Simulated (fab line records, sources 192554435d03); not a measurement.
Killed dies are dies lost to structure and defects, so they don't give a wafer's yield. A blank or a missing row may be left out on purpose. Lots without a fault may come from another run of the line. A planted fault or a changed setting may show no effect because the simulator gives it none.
Chamber matching | flow n5_finfet | N5_FIN_CUT_CUT_ETCH_28 on rie_si-06: 4 sister chambers
The step etches Si in HBr/Cl2/O2, target depth 6 nm, time 2.4 s. 4 wafers are shown with their chamber, then 8 later ones without.

WAFERS WITH THEIR CHAMBER
wafer  | chamber | drypump_motor_current_A (A)
L085.4 | 0       | 5.8
L085.6 | 3       | 5.8
L086.4 | 2       | 5.6
L089.1 | 1       | 6.0

WAFERS WITHOUT THEIR CHAMBER
wafer  | drypump_motor_current_A (A)
L089.3 | 5.8
L089.6 | 5.8
L090.2 | 5.8
L090.3 | 6.0
L090.5 | 5.7
L094.2 | 5.8
L094.4 | 6.1
L094.5 | 5.8

WHICH CHAMBER EACH WENT THROUGH
wafer  | from the rows above          | in truth
L089.3 | can't be placed: 0 or 3      | 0
L089.6 | can't be placed: 0 or 3      | 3
L090.2 | can't be placed: 0 or 3      | 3
L090.3 | 1                            | 1
L090.5 | can't be placed: 0 or 3 or 2 | 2
L094.2 | can't be placed: 0 or 3      | 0
L094.4 | 1                            | 1
L094.5 | can't be placed: 0 or 3      | 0
Placed correctly: 2 of 8. Can't be placed from these rows: 6 (the true chamber is among the candidates in 6). Placed wrongly: 0.
How it was worked out, from the rows above alone: a wafer's distance from a chamber is the root of the sum, over the readings, of the square of ((its reading less the chamber's mean) divided by the reading's scatter). The wafer belongs to the nearest chamber; if the next one is less than 2 further off, it can't be placed. A chamber's mean is the mean of its shown wafers. The scatter: with one shown wafer a chamber, the root of the mean of the squares of how far each hidden wafer lies from its nearest shown one.
